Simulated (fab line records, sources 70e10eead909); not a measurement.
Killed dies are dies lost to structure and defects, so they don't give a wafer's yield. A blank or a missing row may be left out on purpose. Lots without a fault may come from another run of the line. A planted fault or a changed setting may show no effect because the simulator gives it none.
fab line records | flow nand_harc
record lots=14 wafers=42 last_day=33
route steps=1302 shown A_ZERO_WELL@403 A_ONON_D1@430 END@1302
lots that met no fault: from a run of the same line without faults
start_h: hours from the record's first day to the start of the lot's first wafer shown | wait_h: hours since the lot's step before | " the same as in the row above | L1.1+2: a row that stands for several wafers | - no value, or no start given | * or withheld: withheld | < > ~ a bound
route shown NAME@n: a module of which the file shows steps, and the number in the route of the first | usual: mean/standard deviation of fault-free wafers | same: alike in all rows | chamber/n: place in a boat | sites: the reading at each site | _std_site: their standard deviation | _edge_site: outer sites' mean less inner sites' | radius_mm: how far each site lies from the wafer's centre | mask NAME#n: copy n | behind: the tool/chamber that last shaped the wafer | hold: why the lot was held/for how many hours/how that ended | device: the transistor (n, p or np) that didn't switch | end of line: the same wafers' tests at the end of the route | a step without rows: its recipe alone | killed: dies lost to structure and defects at the first sort, not the wafer's yield | map: a wafer's dies, x killed, . not, _ none there
set.NAME: the setting as run; set.NAME@STEP: as run at that earlier step | model.NAME: the simulator's own value behind a step, which no gauge read
steps of the route over a sample of lots; a table a step, a row a wafer
services: from which hour (start_h, from the record's first day; less than 0 if before it) a tool's chamber was out of use, for how many hours, and why
## steps
# step NHARC_A_ZERO_WELL_DESCUM_12
# recipe time_s=3 o2_flow_sccm=200 ar_flow_sccm=0 bias_power_w=0 chemistry=O2
# usual drypump_motor_current_A=5.5/0.45 mfc_ar_sccm=0.017/0.016 oes_product_au=1.000/0.0099 rf_vpp_V=58.0/0.83 showerhead_plenum_p_Torr=1.95/0.074 throttle_valve_pct=11.311/0.0091
# columns lot.wafer tool chamber start_h wait_h drypump_motor_current_A mfc_ar_sccm oes_product_au rf_hours_counter_h rf_vpp_V showerhead_plenum_p_Torr throttle_valve_pct
L557.4 rie_diel-01 0 146.46 - 4.9 0.029 0.993 3 57.8 1.92 11.323
L557.5 " 1 " " 5.7 0.034 0.985 - 57.9 2.02 11.322
L557.6 " 2 " " 5.4 0.000 0.984 - 56.5 1.95 11.308
L558.3 rie_diel-07 2 147.12 - 5.4 0.015 1.003 3 58.4 1.93 11.311
L558.4 " 1 " " 5.8 0 1.009 2 58.6 1.78 11.318
L558.5 " 2 " " 5.4 0.015 1.000 - 58.1 1.93 11.311
L560.1 rie_diel-01 3 164.24 - 5.9 0.035 1.010 4 58.2 2.05 11.305
L560.4 " 2 " " 5.4 0.000 0.996 4 59.6 1.95 11.325
L560.5 " 3 " " 5.9 0.035 1.024 - 58.5 2.05 11.309
L562.4 rie_diel-01 2 189.43 - 5.3 0.000 1.002 5 56.9 1.95 11.318
L562.1 " 3 " " 5.9 0.035 1.004 5 58.9 2.05 11.326
L562.5 " 0 " " 4.9 0.029 1.013 - 56.1 1.92 11.323
L564.2 rie_diel-13 2 210.12 - 5.1 0 0.996 13 57.4 1.82 11.323
L564.3 " 3 " " 6.6 0 0.976 13 58.7 1.93 11.309
L564.6 " 1 " " 5.7 0 0.979 - 58.9 1.92 11.312
L570.4 rie_diel-01 0 270.76 - 4.9 0.029 1.003 2 57.7 1.92 11.304
L570.3 " 1 " " 5.7 0.034 1.002 2 58.4 2.02 11.318
L570.5 " 3 " " 5.9 0.035 1.001 - 58.1 2.05 11.299
L571.2 rie_diel-13 2 283.63 - 5.0 0 0.986 34 56.9 1.82 11.305
L571.4 " 3 " " 6.6 0 0.984 36 58.1 1.93 11.303
L571.6 " 3 " " 6.6 0 0.985 - 55.9 1.93 11.312
L572.4 rie_diel-01 3 285.01 - 5.9 0.035 1.004 3 57.7 2.05 11.316
L572.1 " 1 " " 5.7 0.034 1.009 3 58.5 2.02 11.302
L572.5 " 3 " " 5.9 0.035 1.012 - 58.0 2.05 11.304
L573.1 rie_diel-01 2 299.24 - 5.4 0.000 0.998 3 57.2 1.95 11.318
L573.4 " 3 " " 5.9 0.035 1.010 3 58.6 2.05 11.296
L573.5 " 2 " " 5.3 0.000 0.996 - 56.7 1.95 11.304
L576.2 rie_diel-01 0 327.53 - 4.9 0.029 0.996 4 58.1 1.92 11.308
L576.4 " 1 " " 5.7 0.034 1.013 3 58.5 2.02 11.303
L576.1 " 2 " " 5.4 0.000 1.005 3 57.7 1.95 11.318
L577.1 rie_diel-01 1 340.17 - 5.7 0.034 1.021 4 57.8 2.02 11.320
L577.2 " 3 " " 5.9 0.035 1.024 3 59.7 2.05 11.306
L577.5 " 1 " " 5.7 0.034 1.012 - 59.5 2.02 11.314
L578.3 rie_diel-01 3 362.33 - 5.9 0.035 1.002 4 57.4 2.05 11.311
L578.4 " 0 " " 4.9 0.029 1.007 5 58.6 1.92 11.327
L578.2 " 2 " " 5.3 0.000 0.982 4 59.0 1.95 11.297
L579.3 rie_diel-13 3 364.80 - 6.6 0 0.994 4 58.6 1.92 11.319
L579.2 " 0 " " 5.8 0 1.012 4 58.0 1.82 11.301
L579.5 " 3 " " 6.6 0 0.996 - 58.4 1.92 11.301
L580.2 rie_diel-01 2 374.50 - 5.4 0.000 0.988 5 57.4 1.95 11.312
L580.3 " 3 " " 5.9 0.035 1.004 5 59.6 2.05 11.309
L580.1 " 0 " " 4.9 0.029 1.015 5 57.9 1.92 11.318
# step NHARC_A_ONON_D1_DEP_09
# recipe target_thk_a=10000 n2_flow_sccm=2750 n2o_flow_sccm=2000 nh3_flow_sccm=500 sih4_flow_sccm=210 temp_c=400
# columns lot.wafer tool chamber start_h wait_h
L558.3+4+5 pecvd_onon-04 0 169.61 0.2
L557.4+5+6 pecvd_onon-03 0 169.66 0.2
L560.1+4+5 pecvd_onon-04 0 186.16 0.1
L562.1+4+5 pecvd_onon-04 0 212.36 0.1
L564.2+3+6 pecvd_onon-02 0 234.91 0.1
L570.3+4+5 pecvd_onon-03 0 294.59 0.2
L572.1+4+5 pecvd_onon-04 0 310.37 0.1
L571.2+4+6 pecvd_onon-03 0 310.38 0.1
L573.1+4+5 pecvd_onon-04 0 328.19 0.1
L576.1+2+4 pecvd_onon-02 0 352.74 0.1
L577.1+2+5 pecvd_onon-04 0 363.39 0.1
L579.2+3+5 pecvd_onon-03 0 385.26 0.1
L578.2+3+4 pecvd_onon-02 0 385.30 0.1
L580.1+2+3 pecvd_onon-03 0 397.87 0.1
# step NHARC_A_ONON_D1_THK_MEAS_11
# recipe thk_meas_gauge=ellipsometry
# usual thk_nm=1001/8.5
# columns lot.wafer tool chamber start_h wait_h thk_nm
L557.4 film_metro-01 - 170.00 - 1010
L557.5 " - " " 1011
L557.6 " - " " 1010
L558.3 film_metro-02 - 170.00 - 1006
L558.4 " - " " 1004
L558.5 " - " " 1005
L560.1 film_metro-01 - 186.67 - 1009
L560.4 " - " " 1011
L560.5 " - " " 1009
L562.1 film_metro-02 - 212.87 - 998
L562.4 " - " " 996
L562.5 " - " " 995
L564.2 film_metro-01 - 235.36 - 983
L564.3 " - " " 985
L564.6 " - " " 985
L570.3 film_metro-02 - 294.98 - 1000
L570.4 " - " " 1444
L570.5 " - " " 1000
L571.2 film_metro-01 - 310.83 - 1004
L571.4 " - " " 1447
L571.6 " - " " 1447
L572.1 film_metro-02 - 310.88 - 1005
L572.4 " - " " 1003
L572.5 " - " " 1004
L573.1 film_metro-02 - 328.70 - 1008
L573.4 " - " " 1006
L573.5 " - " " 1007
L576.1 film_metro-02 - 353.24 - 1002
L576.2 " - " " 1002
L576.4 " - " " 1001
L577.1 film_metro-02 - 363.92 - 990
L577.2 " - " " 993
L577.5 " - " " 993
L579.2 film_metro-01 - 385.71 - 993
L579.3 " - " " 994
L579.5 " - " " 995
L578.2 film_metro-01 - 385.76 - 991
L578.3 " - " " 990
L578.4 " - " " 992
L580.1 film_metro-01 - 398.38 - 1005
L580.2 " - " " 1007
L580.3 " - " " 1004
# step NHARC_END_SORT_01
# recipe temp_c=25
# usual killed_at_array=52/16 killed_at_other=0.8/0.98 killed_at_periphery=4.2/2.9 killed_dies=57/16 killed_open=3.3/1.9 killed_short=2.5/1.5
# same gross_dies=677
# columns lot.wafer tool chamber start_h wait_h killed_at_array killed_at_other killed_at_periphery killed_dies killed_open killed_short
L571.2 prober-01 0 695.03 2.8 47 1 2 50 2 2
L571.4 prober-01 0 696.62 3.4 674 0 3 677 5 1
L571.6 prober-01 0 698.21 4.0 673 0 4 677 4 0
L570.3 prober-01 0 703.62 3.1 54 1 4 59 1 1
L570.4 prober-01 0 704.43 3.4 670 1 6 677 6 3
L570.5 prober-01 0 705.25 3.7 49 1 5 55 5 4
# killed by level:class
L571.2 A_CHANNEL_HOLE_D1:chamber_film_flake=28 A_STAIRCASE:chamber_film_flake=4 A_SLIT:chamber_film_flake=3 A_WL_FILL:chamber_film_flake=3 A_CONTACT:chamber_film_flake=3 A_ONON_D1:geometric_particle:open=1 A_WL_FILL:geometric_particle:short=1 A_WL_FILL:geometric_particle:open=1
L571.4 A_ONON_D1:area_dep=620 A_CHANNEL_HOLE_D1:chamber_film_flake=39 A_STAIRCASE:chamber_film_flake=4 A_SLIT:chamber_film_flake=3 A_M0:geometric_particle:open=2 A_CONTACT:chamber_film_flake=2 P_M0:geometric_particle:open=1 A_WL_FILL:geometric_particle:short=1
L571.6 A_ONON_D1:area_dep=632 A_CHANNEL_HOLE_D1:chamber_film_flake=22 A_STAIRCASE:chamber_film_flake=6 A_CONTACT:chamber_film_flake=3 A_CHANNEL_HOLE_D1:geometric_particle:open=2 P_ZERO_WELL:chamber_film_flake=2 A_DECK1_JOINT:chamber_film_flake=2 A_SLIT:chamber_film_flake=2
L570.3 A_CHANNEL_HOLE_D2:chamber_film_flake=22 A_SLIT:chamber_film_flake=21 A_CHANNEL_HOLE_D1:chamber_film_flake=6 P_GATE:chamber_film_flake=2 A_STAIRCASE:chamber_film_flake=2 A_CHANNEL_HOLE_D1:geometric_particle:short=1 A_CHANNEL_FILL_D2:geometric_particle:open=1 P_CONTACT:chamber_film_flake=1
L570.4 A_ONON_D1:area_dep=606 A_SLIT:chamber_film_flake=30 A_CHANNEL_HOLE_D2:chamber_film_flake=17 A_CHANNEL_HOLE_D1:chamber_film_flake=6 P_CONTACT:chamber_film_flake=4 A_STAIRCASE:chamber_film_flake=3 A_M0:geometric_particle:open=2 P_M0:geometric_particle:open=1
L570.5 A_SLIT:chamber_film_flake=24 A_CHANNEL_HOLE_D1:chamber_film_flake=6 A_CHANNEL_HOLE_D2:chamber_film_flake=6 A_STAIRCASE:chamber_film_flake=5 P_CONTACT:chamber_film_flake=3 A_WL_FILL:geometric_particle:short=2 P_CONTACT:geometric_particle:open=1 A_CHANNEL_FILL_D1:geometric_particle:open=1
## services
# columns tool chamber start_h hours kind
rie_diel-13 2 124.42 23.8 repair
pecvd_onon-04 - 130.32 13.0 pm
rie_diel-01 0 133.80 - clean
rie_diel-01 1 133.80 - clean
rie_diel-01 2 133.80 - clean
rie_diel-01 3 133.80 - clean
rie_diel-01 0 158.30 - clean
rie_diel-07 0 160.90 19.4 repair
rie_diel-13 - 167.84 9.0 pm
rie_diel-01 - 169.44 1.1 repair
pecvd_onon-02 - 185.00 13.0 pm
rie_diel-01 - 203.80 9.0 pm
rie_diel-13 0 212.96 16.7 repair
pecvd_onon-03 - 227.00 13.0 pm
rie_diel-01 3 238.91 4.1 repair
rie_diel-13 - 261.79 2.1 repair
pecvd_onon-02 - 289.69 2.5 repair
rie_diel-01 2 293.56 4.0 repair
rie_diel-07 - 294.22 9.0 pm
pecvd_onon-04 - 311.32 13.0 pm
rie_diel-13 2 314.86 11.2 repair
rie_diel-13 - 344.84 9.0 pm
pecvd_onon-02 - 366.00 13.0 pm
rie_diel-01 - 380.80 9.0 pm
## key
first_sign step=NHARC_A_ONON_D1_THK_MEAS_11 reading=thk_nm direction=up sigmas=52 usual=1001 struck=1446
effect step=NHARC_END_SORT_01 reading=killed_at_array direction=up sigmas=39 usual=52 struck=672
more_kills_born_at NHARC_A_ONON_D1_DEP_09@pecvd_onon-03=1858
met_at NHARC_A_ONON_D1_DEP_09
struck_lots L570,L571
struck_wafers L570.4,L571.4,L571.6
later_rows_left_out L570.4,L571.4,L571.6
tester_left_out L570,L571
not_acting_at NHARC_A_ZERO_WELL_DESCUM_12
onset_between 169.66 294.59
fault kind=process_parameter_drift tool=pecvd_onon-03 chamber=- onset_h=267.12 steps=NHARC_A_ONON_D1_DEP_09 channel=target_thk_a offset=* shape=step end_h=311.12 scope=struck_wafers_only acts_in=* stated=*
# tester_left_out: of these lots the tester's yield and bins aren't shown, on N5 and GAA mostly nor the transistor test; their killed dies are dies lost to structure and defects alone, not to doping, threshold or leakage, so they don't give the yield
# later_rows_left_out: the simulator's readings of these wafers behind a module that went badly wrong aren't trusted and aren't shown, but for the sort
